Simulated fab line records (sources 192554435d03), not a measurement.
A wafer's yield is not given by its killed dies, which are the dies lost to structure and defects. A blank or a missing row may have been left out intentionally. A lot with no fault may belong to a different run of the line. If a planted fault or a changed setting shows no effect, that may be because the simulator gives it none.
What tool caused it? + flow n5 finfet + 27 wafers from 9 lots sampled at 5 of the route's 1938 steps

== WHAT THE GAUGES SHOWED, per wafer ==
N5_BEOL_M4_RC_MEAS_101. Usual: DIBL_N 35.8 mV/V, standard deviation 1.6; DIBL_P 36.0 mV/V, standard deviation 2.1; IOFF_N 0.153 nA/um, standard deviation 0.026; IOFF_P 0.21 nA/um, standard deviation 0.037; ION_N 673 uA/um, standard deviation 11; ION_P 462 uA/um, standard deviation 7.6; SS_N 71.4 mV/dec, standard deviation 0.53; SS_P 73.2 mV/dec, standard deviation 0.67; VT_N 250 mV, standard deviation 3.2; VT_P -250 mV, standard deviation 3.7.
| lot  | measured     | on        | DIBL_N (mV/V)  | DIBL_P (mV/V)  | IOFF_N (nA/um)    | IOFF_P (nA/um) | ION_N (uA/um) | ION_P (uA/um) | SS_N (mV/dec)  | SS_P (mV/dec)  | VT_N (mV)   | VT_P (mV)      | flag |
|------|--------------|-----------|----------------|----------------|-------------------|----------------|---------------|---------------|----------------|----------------|-------------|----------------|------|
| L726 | day 8 01:25  | prober-02 | 37.3 33.5 37.9 | 39.2 33.7 38.8 | 0.188 0.117 0.207 | 0.26 0.17 0.27 | 684 662 700   | 476 463 476   | 70.9 71.1 71.1 | 74.0 72.5 74.2 | 245 256 243 | -248 -251 -245 |      |
| L727 | day 8 09:25  | prober-02 | 35.3 37.4 35.5 | 36.1 37.9 35.7 | 0.139 0.165 0.137 | 0.18 0.20 0.18 | 670 675 673   | 453 460 456   | 71.1 71.7 71.6 | 73.2 73.4 72.4 | 252 250 253 | -255 -250 -252 |      |
| L728 | day 8 23:57  | prober-01 | 36.7 37.7 35.7 | 38.9 40.2 37.7 | 0.176 0.201 0.146 | 0.28 0.32 0.26 | 693 682 673   | 472 477 470   | 71.4 72.1 71.0 | 74.1 74.1 73.2 | 250 246 252 | -243 -240 -244 |      |
| L732 | day 9 15:37  | prober-02 | 37.0 35.2 35.6 | 38.7 35.6 36.5 | 0.192 0.153 0.159 | 0.25 0.20 0.21 | 690 680 670   | 467 464 463   | 71.4 71.2 71.8 | 73.6 73.2 72.8 | 248 250 252 | -247 -253 -250 |      |
| L733 | day 9 15:46  | prober-01 | 33.7 33.4 31.5 | 33.4 32.9 30.3 | 0.121 0.111 0.091 | 0.17 0.15 0.13 | 658 653 647   | 458 450 445   | 70.6 70.4 70.2 | 72.8 72.2 72.0 | 253 254 256 | -255 -253 -257 |      |
| L735 | day 10 08:57 | prober-01 | 35.2 35.3 36.4 | 35.2 35.7 37.6 | 0.136 0.153 0.168 | 0.18 0.20 0.22 | 671 688 688   | 462 468 469   | 71.4 70.8 71.9 | 73.4 72.8 72.6 | 250 249 246 | -252 -249 -248 |      |
| L736 | day 11 00:27 | prober-01 | 36.1 35.8 35.7 | 38.3 37.3 36.3 | 0.179 0.177 0.165 | 0.27 0.27 0.23 | 676 675 670   | 469 474 467   | 71.6 71.6 71.9 | 74.0 74.0 72.8 | 250 247 248 | -243 -244 -248 |      |
| L741 | day 12 04:37 | prober-01 | 35.8 36.1 36.9 | 36.5 37.6 37.6 | 0.149 0.159 0.176 | 0.22 0.25 0.23 | 669 666 691   | 465 470 473   | 71.6 71.6 72.4 | 73.4 73.5 73.8 | 252 251 251 | -251 -246 -249 |      |
| L744 | day 12 10:37 | prober-02 | 35.1 35.8 32.7 | 34.1 34.5 30.9 | 0.127 0.131 0.093 | 0.16 0.16 0.12 | 657 661 662   | 454 452 448   | 71.6 71.3 70.3 | 72.5 72.6 71.9 | 253 254 259 | -257 -257 -255 |      |

== EACH LOT AND THE TOOL THAT RAN IT (in order: tool; ch and the chambers of the sampled wafers; start) ==
| lot  | N5_GATE_CUT_CUT_ETCH_53          | N5_GATE_CUT_CUT_ETCH_54          | N5_GATE_CUT_ALD_22               | N5_GATE_CUT_CMP_23           |
|------|----------------------------------|----------------------------------|----------------------------------|------------------------------|
| L726 | rie metal-02 ch 0,1, day 4 12:32 | rie metal-02 ch 0,1, day 4 12:35 | ald sin-01 ch 0,1,3, day 4 12:58 | cmp-03 ch 0,1,3, day 4 14:30 |
| L727 | rie metal-02 ch 0,1, day 4 18:23 | rie metal-02 ch 0,1, day 4 18:27 | ald sin-04 ch 0,1,2, day 4 18:50 | cmp-04 ch 1,3, day 4 20:20   |
| L728 | rie metal-02 ch 0,1, day 5 01:25 | rie metal-02 ch 0,1, day 5 01:29 | ald sin-01 ch 0,2, day 5 03:02   | cmp-03 ch 1,2,3, day 5 04:32 |
| L732 | rie metal-02 ch 0,1, day 6 05:01 | rie metal-02 ch 0,1, day 6 05:04 | ald sin-03 ch 0,1,2, day 6 05:27 | cmp-01 ch 2,3, day 6 06:56   |
| L733 | rie metal-03 ch 0,1, day 6 05:32 | rie metal-03 ch 0,1, day 6 05:36 | ald sin-04 ch 0,2, day 6 06:04   | cmp-01 ch 0,2, day 6 07:36   |
| L735 | rie metal-03 ch 0,1, day 6 19:55 | rie metal-03 ch 0,1, day 6 19:58 | ald sin-01 ch 0,1,2, day 6 20:22 | cmp-03 ch 1,2,3, day 6 21:51 |
| L736 | rie metal-01 ch 0,1, day 7 05:07 | rie metal-01 ch 0,1, day 7 05:11 | ald sin-04 ch 0,2,3, day 7 05:40 | cmp-03 ch 0,1,3, day 7 07:13 |
| L741 | rie metal-02 ch 0,1, day 8 08:35 | rie metal-02 ch 0,1, day 8 08:39 | ald sin-01 ch 1,2,3, day 8 09:55 | cmp-01 ch 0,1,2, day 8 11:24 |
| L744 | rie metal-01 ch 0,1, day 8 23:32 | rie metal-01 ch 0,1, day 8 23:35 | ald sin-03 ch 1,2,3, day 8 23:58 | cmp-01 ch 0,1,3, day 9 01:30 |
- N5_GATE_CUT_CUT_ETCH_53: etches W in SF6/Cl2, target depth 79.2 nm.
- N5_GATE_CUT_CUT_ETCH_54: etches TiN in Cl2/BCl3, target depth 96.7 nm.
- N5_GATE_CUT_ALD_22: deposits SiNx, target thk 16 nm, pulse time 1 s, ald cycles 320.
- N5_GATE_CUT_CMP_23: polishes, stops on SiO2, t overpolish 23.4 s, target thk 16 nm.

== AS READ BY THE TOOLS THEMSELVES (means over the sampled wafers that have a number; for cases with no such wafer, the mark the record gives instead) ==
N5_GATE_CUT_CUT_ETCH_53. Usual: chamber pressure mTorr 8.000 mTorr, standard deviation 0.0076; drypump motor current A 5.5 A, standard deviation 0.39; etch rf on time s 26.0 s, standard deviation 0.47; oes product au 0.70 a.u., standard deviation 0.1; throttle valve pct 28.89 %, standard deviation 0.22.
| lot  | tool         | chamber pressure mTorr (mTorr) | drypump motor current A (A) | etch rf on time s (s) | oes product au (a.u.) | throttle valve pct (%) | flag |
|------|--------------|--------------------------------|-----------------------------|-----------------------|-----------------------|------------------------|------|
| L726 | rie metal-02 | 8.002                          | 5.4                         | 26.1                  | 0.71                  | 28.89                  |      |
| L727 | rie metal-02 | 7.999                          | 5.4                         | 26.2                  | 0.70                  | 28.90                  |      |
| L728 | rie metal-02 | 7.996                          | 5.7                         | 26.3                  | 0.62                  | 29.06                  |      |
| L732 | rie metal-02 | 8.001                          | 5.4                         | 26.3                  | 0.69                  | 28.90                  |      |
| L733 | rie metal-03 | 7.997                          | 5.7                         | 25.5                  | 0.62                  | 29.05                  |      |
| L735 | rie metal-03 | 8.005                          | 5.9                         | 25.9                  | 0.58                  | 29.10                  |      |
| L736 | rie metal-01 | 8.000                          | 5.3                         | 25.8                  | 0.74                  | 28.83                  |      |
| L741 | rie metal-02 | 8.007                          | 5.7                         | 26.4                  | 0.61                  | 29.08                  |      |
| L744 | rie metal-01 | 8.001                          | 5.3                         | 26.6                  | 0.75                  | 28.79                  |      |

N5_GATE_CUT_CUT_ETCH_54. Usual: chamber pressure mTorr 10.000 mTorr, standard deviation 0.0084; drypump motor current A 5.5 A, standard deviation 0.39; etch rf on time s 36.3 s, standard deviation 0.65; oes product au 0.70 a.u., standard deviation 0.1; throttle valve pct 22.24 %, standard deviation 0.17.
| lot  | tool         | chamber pressure mTorr (mTorr) | drypump motor current A (A) | etch rf on time s (s) | oes product au (a.u.) | throttle valve pct (%) | flag |
|------|--------------|--------------------------------|-----------------------------|-----------------------|-----------------------|------------------------|------|
| L726 | rie metal-02 | 9.993                          | 5.4                         | 36.7                  | 0.71                  | 22.19                  |      |
| L727 | rie metal-02 | 9.997                          | 5.4                         | 36.5                  | 0.71                  | 22.20                  |      |
| L728 | rie metal-02 | 9.994                          | 5.7                         | 37.1                  | 0.62                  | 22.34                  |      |
| L732 | rie metal-02 | 9.994                          | 5.4                         | 36.2                  | 0.69                  | 22.20                  |      |
| L733 | rie metal-03 | 10.003                         | 5.7                         | 35.7                  | 0.63                  | 22.36                  |      |
| L735 | rie metal-03 | 10.000                         | 5.9                         | 35.9                  | 0.58                  | 22.45                  |      |
| L736 | rie metal-01 | 9.999                          | 5.3                         | 36.3                  | 0.73                  | 22.27                  |      |
| L741 | rie metal-02 | 9.997                          | 5.7                         | 36.7                  | 0.61                  | 22.36                  |      |
| L744 | rie metal-01 | 10.001                         | 5.2                         | 36.7                  | 0.76                  | 22.21                  |      |

N5_GATE_CUT_ALD_22. Usual: heater power w 872 W, standard deviation 100; precursor pulse height rel 1.001, standard deviation 0.021.
| lot  | tool       | heater power w (W) | precursor pulse height rel | flag |
|------|------------|--------------------|----------------------------|------|
| L726 | ald sin-01 | 837                | 1.003                      |      |
| L727 | ald sin-04 | 827                | 0.996                      |      |
| L728 | ald sin-01 | 813                | 0.982                      |      |
| L732 | ald sin-03 | 924                | 1.006                      |      |
| L733 | ald sin-04 | 772                | 1.005                      |      |
| L735 | ald sin-01 | 799                | 1.030                      |      |
| L736 | ald sin-04 | 783                | 1.012                      |      |
| L741 | ald sin-01 | 853                | 1.002                      |      |
| L744 | ald sin-03 | 934                | 1.012                      |      |

N5_GATE_CUT_CMP_23. Usual: motor current A 9.1 A, standard deviation 1; overpolish run s 23.399 s, standard deviation 0.0095; pad life wafers 1395, standard deviation 520; platen rpm 51.80 rpm, standard deviation 0.033; time to endpoint s 18.5 s, standard deviation 2.4.
| lot  | tool   | motor current A (A) | overpolish run s (s) | pad life wafers | platen rpm (rpm) | time to endpoint s (s) | flag |
|------|--------|---------------------|----------------------|-----------------|------------------|------------------------|------|
| L726 | cmp-03 | 9.1                 | 23.399               | 980             | 51.80            | 16.3                   |      |
| L727 | cmp-04 | 7.8                 | 23.393               | 1747            | 51.81            | 20.7                   |      |
| L728 | cmp-03 | 8.7                 | 23.397               | 1070            | 51.82            | 17.6                   |      |
| L732 | cmp-01 | 9.1                 | 23.399               | 1326            | 51.80            | 20.1                   |      |
| L733 | cmp-01 | 10.5                | 23.391               | 1334            | 51.78            | 17.9                   |      |
| L735 | cmp-03 | 8.6                 | 23.402               | 1405            | 51.79            | 17.3                   |      |
| L736 | cmp-03 | 9.2                 | 23.395               | 1472            | 51.81            | 16.5                   |      |
| L741 | cmp-01 | 10.0                | 23.390               | 1747            | 51.83            | 13.9                   |      |
| L744 | cmp-01 | 10.0                | 23.404               | 1832            | 51.80            | 14.2                   |      |

== THE ANSWER, worked out from the rows above alone ==
Rule: lot off if the mean of its wafers having a number is beyond 3 standard deviations from the usual mean. Also off: a lot with no number at a reading for which 4 or more lots have one. Where the step has rows for the other lots, those lots are counted as sound. Order of review: gauges by route order, followed by the tools' own readings, for which a lot's mean as printed above is used. At the first step where some lot is off, the reading lying furthest off is the one used; lots without a number count as furthest.
Nothing can be told from this: no lot is off at any reading shown.

== WHAT THE SIMULATOR HAD PUT IN ==
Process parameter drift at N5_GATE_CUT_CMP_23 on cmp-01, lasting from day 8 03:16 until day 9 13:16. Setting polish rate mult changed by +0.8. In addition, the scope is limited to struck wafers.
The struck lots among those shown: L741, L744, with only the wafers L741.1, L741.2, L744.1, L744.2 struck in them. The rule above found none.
